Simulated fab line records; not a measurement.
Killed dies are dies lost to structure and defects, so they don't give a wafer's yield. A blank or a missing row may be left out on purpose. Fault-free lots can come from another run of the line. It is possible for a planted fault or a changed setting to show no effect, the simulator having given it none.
Chamber matching -- flow nand harc -- 4 sister chambers for NHARC_A_STAIRCASE_ETCHBACK_157 on rie diel-13
The step etches the open film in CH3F/O2, target depth 90 nm, time 167.14 s. 7 wafers are shown with their chamber, then 10 later ones without.

== EACH WAFER AND ITS CHAMBER ==
wafer,chamber,showerhead plenum p Torr (Torr),drypump motor current A (A)
L083.2,0,2.32,6.4
L084.1,2,2.33,5.7
L086.2,0,2.32,6.5
L086.4,3,2.53,5.0
L086.5,3,2.53,5.0
L090.4,1,2.41,5.2
L090.5,2,2.32,5.8

== WAFERS WITH NO CHAMBER GIVEN ==
wafer,showerhead plenum p Torr (Torr),drypump motor current A (A)
L090.6,2.41,5.2
L091.1,2.31,6.4
L091.3,2.52,5.0
L091.4,2.32,5.7
L092.2,2.32,5.8
L092.4,2.32,5.8
L092.6,2.52,5.0
L097.1,2.30,6.5
L097.2,2.40,5.2
L097.6,2.51,5.0

== WHICH CHAMBER EACH WENT THROUGH ==
wafer,from the rows above,in truth
L090.6,1,1
L091.1,0,0
L091.3,3,3
L091.4,2,2
L092.2,2,2
L092.4,2,2
L092.6,3,3
L097.1,0,0
L097.2,1,1
L097.6,3,3
10 of 10 placed correctly. Not placeable from these rows: 0. 0 placed wrongly.
How it was worked out, from the rows above alone: a wafer's distance from a chamber is the root of the sum, over the readings, of the square of ((its reading less the chamber's mean) divided by the reading's scatter). If the next closest chamber is less than 2 further off than the closest, the wafer can't be placed; otherwise it belongs to the closest. Each chamber's mean is taken over the wafers shown for it. How the scatter is found: for the shown wafers, subtract from each reading the mean of its chamber, square and add these, divide the total by (wafers less chambers), then take the root.
